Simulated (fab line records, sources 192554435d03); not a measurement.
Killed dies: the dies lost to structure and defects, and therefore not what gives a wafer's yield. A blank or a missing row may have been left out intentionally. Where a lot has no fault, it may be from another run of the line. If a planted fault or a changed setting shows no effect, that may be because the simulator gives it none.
Chamber matching -- flow n5Finfet -- N5_DUMMY_GATE_ETCH_36 on rieDiel-02 has 4 sister chambers
The step etches SiARC in CF4, target depth 13 nm. 8 wafers are shown with their chamber, then 9 later ones without.

EACH WAFER AND ITS CHAMBER
wafer,chamber,showerheadPlenumPTorr (Torr),throttleValvePct (%)
L081.1,2,2.22,15.69
L083.3,1,2.06,15.28
L084.3,2,2.21,15.69
L086.4,1,2.06,15.26
L086.5,3,2.12,15.69
L087.2,0,2.03,16.10
L087.5,0,2.03,16.10
L087.6,3,2.12,15.69

WAFERS WITHOUT THEIR CHAMBER
wafer,showerheadPlenumPTorr (Torr),throttleValvePct (%)
L094.1,2.21,15.72
L094.2,2.05,15.30
L094.6,2.21,15.73
L095.1,2.11,15.72
L095.3,2.21,15.75
L095.5,2.21,15.74
L096.1,2.21,15.74
L096.2,2.03,16.14
L096.3,2.11,15.71

CHAMBER TAKEN BY EACH
wafer,from the rows above,in truth
L094.1,2,2
L094.2,1,1
L094.6,2,2
L095.1,3,3
L095.3,2,2
L095.5,2,2
L096.1,2,2
L096.2,0,0
L096.3,3,3
Correct placement for 9 of the 9. From these rows, 0 cannot be placed. Placed wrongly: 0.
How it was worked out, from the rows above alone: a wafer's distance from a chamber is the root of the sum, over the readings, of the square of ((its reading less the chamber's mean) divided by the reading's scatter). If the next closest chamber is less than 2 further off than the closest, the wafer can't be placed; otherwise it belongs to the closest. Each chamber's mean is taken over the wafers shown for it. How the scatter is found: for the shown wafers, subtract from each reading the mean of its chamber, square and add these, divide the total by (wafers less chambers), then take the root.
